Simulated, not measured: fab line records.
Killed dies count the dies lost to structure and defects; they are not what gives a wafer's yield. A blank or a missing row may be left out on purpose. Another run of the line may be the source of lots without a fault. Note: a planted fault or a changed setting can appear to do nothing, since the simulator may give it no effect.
Chamber matching -- flow n5 finfet -- N5_DUMMY_GATE_ALD_02 on ald sin-02: 4 sister chambers
The step deposits SiO2, target thk 2 nm, pulse time 1 s. 22 wafers are shown with their chamber, then 11 later ones without.

WAFERS PAIRED WITH THEIR CHAMBERS
wafer,chamber,heater power w (W),susceptor temp C (C),precursor pulse height rel
L074.2,1,403,300.27,1.030
L074.3,3,437,299.82,1.043
L074.6,1,390,300.20,0.974
L077.2,3,434,299.97,1.044
L077.3,0,436,299.88,1.032
L077.6,0,433,299.82,0.976
L080.1,3,439,300.04,0.972
L080.4,2,449,299.60,1.012
L080.5,2,454,299.67,0.987
L085.3,2,407,299.98,0.999
L085.5,2,405,299.97,1.002
L085.6,1,405,300.06,1.031
L086.1,0,450,299.57,0.993
L086.3,2,411,299.97,0.994
L086.4,3,433,299.96,0.996
L087.3,1,418,300.10,1.019
L087.4,2,399,300.24,0.965
L087.5,3,431,300.32,0.989
L088.1,3,426,299.92,1.002
L088.3,1,421,299.71,0.979
L088.4,0,443,300.05,1.006
L090.1,1,417,300.19,1.001

SIGNATURES (means of the wafers above)
reading,chamber 0,chamber 1,chamber 2,chamber 3,scatter within a chamber
heater power w,440.50,409.00,420.83,433.33,14.7
susceptor temp C,299.8300,300.0883,299.9050,300.0050,0.203
precursor pulse height rel,1.00175,1.00567,0.99317,1.00767,0.0241
Rule: a wafer's distance from a chamber is the root of the sum, over the readings, of the square of ((its reading less the chamber's mean) divided by the reading's scatter). The wafer belongs to the nearest chamber; if the next one is less than 2 further off, it can't be placed. The scatter is the square root of a quotient: the sum, over the shown wafers, of each reading's squared deviation from its chamber's mean, divided by wafers minus chambers.

WAFERS WHOSE CHAMBER IS MISSING
wafer,heater power w (W),susceptor temp C (C),precursor pulse height rel
L090.3,403,300.08,0.981
L090.5,426,299.89,1.010
L091.3,410,299.94,1.014
L091.5,406,300.26,1.035
L091.6,415,299.79,1.052
L092.1,414,299.92,0.984
L092.2,435,300.00,1.016
L092.3,414,300.18,0.998
L097.1,431,299.67,1.009
L097.3,407,299.73,0.982
L097.6,442,300.08,1.008

WHICH CHAMBER EACH WENT THROUGH
wafer,from the rows above,in truth
L090.3,can't be placed: 1 or 2 or 3 or 0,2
L090.5,can't be placed: 3 or 2 or 0 or 1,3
L091.3,can't be placed: 1 or 2 or 3 or 0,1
L091.5,can't be placed: 1 or 3 or 2 or 0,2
L091.6,can't be placed: 1 or 3 or 2 or 0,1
L092.1,can't be placed: 2 or 1 or 3 or 0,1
L092.2,can't be placed: 3 or 0 or 2 or 1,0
L092.3,can't be placed: 1 or 2 or 3 or 0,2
L097.1,can't be placed: 0 or 2 or 3 or 1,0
L097.3,can't be placed: 2 or 1 or 0 or 3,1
L097.6,can't be placed: 3 or 0 or 2 or 1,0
0 of 11 placed correctly. Unplaceable from these rows: 11, with the true chamber sitting among the candidates in 11. Wrongly placed: 0.
